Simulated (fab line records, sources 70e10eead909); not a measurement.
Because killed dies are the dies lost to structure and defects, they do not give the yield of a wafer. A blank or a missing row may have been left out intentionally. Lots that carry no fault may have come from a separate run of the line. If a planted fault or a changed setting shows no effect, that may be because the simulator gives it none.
A lot that was struck, set against a sound lot + flow nand harc + 25 out of 1159 route steps
Sound: these wafers, L358.3, L358.4, L358.5. The struck wafers were L369.1, L369.2, L369.5. Last of all comes the cause.
Order at every step that has rows: each side's tool, ch and its chambers, its first start. Under that, the readings that differ: sound wafers + struck wafers + difference of the means + sigmas: that difference in standard deviations of wafers without a fault.
alike: same words and numbers on both sides, and readings whose means sit less than 2 such deviations apart. not compared: any withheld reading, any reading some wafer has no value for, any bound like >300 that may hide the same value, and any number with overlapping values for which the record gives no deviation.
A row with sigmas, a row that says differs or no value, or rows on one side alone: a step with any of these is where the two part. When numbers do not overlap yet have no deviation, they are printed without sigmas and do not part them. Lack of a reading on every wafer of one side parts them only where that side has two or more wafers.

first, 6 steps without rows for these wafers: NHARC_P_GATE_COAT_85; NHARC_P_GATE_SOFTBAKE_86 (time 95 s); NHARC_P_GATE_EBR_87; NHARC_P_GATE_EXPOSE_88 (exposes mask P HVN, target cd 2000 nm); NHARC_P_GATE_PEB_89 (peb time 85 s); NHARC_P_GATE_DEVELOP_90 (time 70 s).
NHARC_P_GATE_CD_MEAS_91 targets a cd of 2000 nm.
  sound on cd sem-03 ch 0, day 6 11:16; struck on cd sem-02 ch 0, day 8 20:47
  alike: cd nm
then, 3 steps without rows for these wafers: NHARC_P_GATE_HARDBAKE_92 (time 80 s); NHARC_P_GATE_DESCUM_93 (chemistry O2, time 3 s); NHARC_P_GATE_IMPLANT_94.
NHARC_P_GATE_STRIP_113: strips in N2/H2, time 740 s.
  sound on plasma asher-02 ch 0,1, day 6 12:05; struck on plasma asher-01 ch 0,1, day 8 22:11
  alike: drypump motor current A, heater power w
  not compared: rf hours counter h
NHARC_P_GATE_STRIP_95: strips in O2.
  sound on plasma asher-02 ch 0,1, day 6 12:35; struck on plasma asher-01 ch 0,1, day 8 22:54
  alike: drypump motor current A, heater power w
  not compared: rf hours counter h
NHARC_P_GATE_STRIP_96: strips in SPM, time 900 s.
  sound on wet bench-02 ch 0,2,4, day 6 12:47; struck on wet bench-02 ch 0,6,7, day 8 23:07
then, 6 steps without rows for these wafers: NHARC_P_GATE_RTA_64 (time 1 s); NHARC_P_GATE_ETCH_77 (etches SiO2 in dHF, target depth 6 nm); NHARC_P_GATE_DEGAS_109 (time 60 s); NHARC_P_GATE_PRE_CLEAN_110 (time 30 s); NHARC_P_GATE_SPUTTER_78 (material Ni, target thk 10 nm); NHARC_P_GATE_SPUTTER_79 (material TiN, target thk 10 nm).
NHARC_P_GATE_RTA_80: time 30 s.
  sound on rtp anneal-01 ch 0, day 6 13:52; struck on rtp anneal-02 ch 0, day 9 00:04
| reading             | sound          | struck         | difference | sigmas |
|---------------------|----------------|----------------|------------|--------|
| lamp power pct (%)  | 1.70 1.69 1.69 | 2.05 2.05 2.05 | +0.36      | +2     |
| lamp_zone_1_pct (%) | 1.69 1.69 1.69 | 2.05 2.05 2.05 | +0.36      | +2     |
  alike: wafer_temp_C_max
then, 1 step without rows for these wafers: NHARC_P_GATE_STRIP_67 (strips in SPM, time 600 s).
NHARC_P_GATE_RTA_82: time 30 s.
  sound on rtp anneal-02 ch 0, day 6 14:19; struck on rtp anneal-02 ch 0, day 9 00:31
  alike: lamp power pct, lamp_zone_1_pct, wafer_temp_C_max
NHARC_P_GATE_INSPECT_68:
  sound on defect inspect-01, day 6 14:28; struck on defect inspect-01, day 9 00:43
| reading          | sound       | struck      | difference | sigmas |
|------------------|-------------|-------------|------------|--------|
| raw defect count | 253 178 169 | 750 932 784 | +622       | +6     |
NHARC_P_CONTACT_DEP_30: deposits SiNx, target thk 30 nm.
  sound on pecvd-02 ch 0,1, day 6 14:34; struck on pecvd-04 ch 0,1,2, day 9 00:50
  alike: heater power w
-- the record jumps here: 14 days lie between the struck wafers' starts before and after (it left off in module P_CONTACT and takes up again in module END, whose first step shown is number 1159 of the route) --
NHARC_END_SORT_01:
  the record has rows for the struck wafers here (prober-01 ch 0, day 23 05:51) and none for the sound ones

## WHERE THEY PART
Earliest at NHARC_P_GATE_RTA_80; latest, in this record, at NHARC_END_SORT_01.

WHY: whatever the simulator had introduced
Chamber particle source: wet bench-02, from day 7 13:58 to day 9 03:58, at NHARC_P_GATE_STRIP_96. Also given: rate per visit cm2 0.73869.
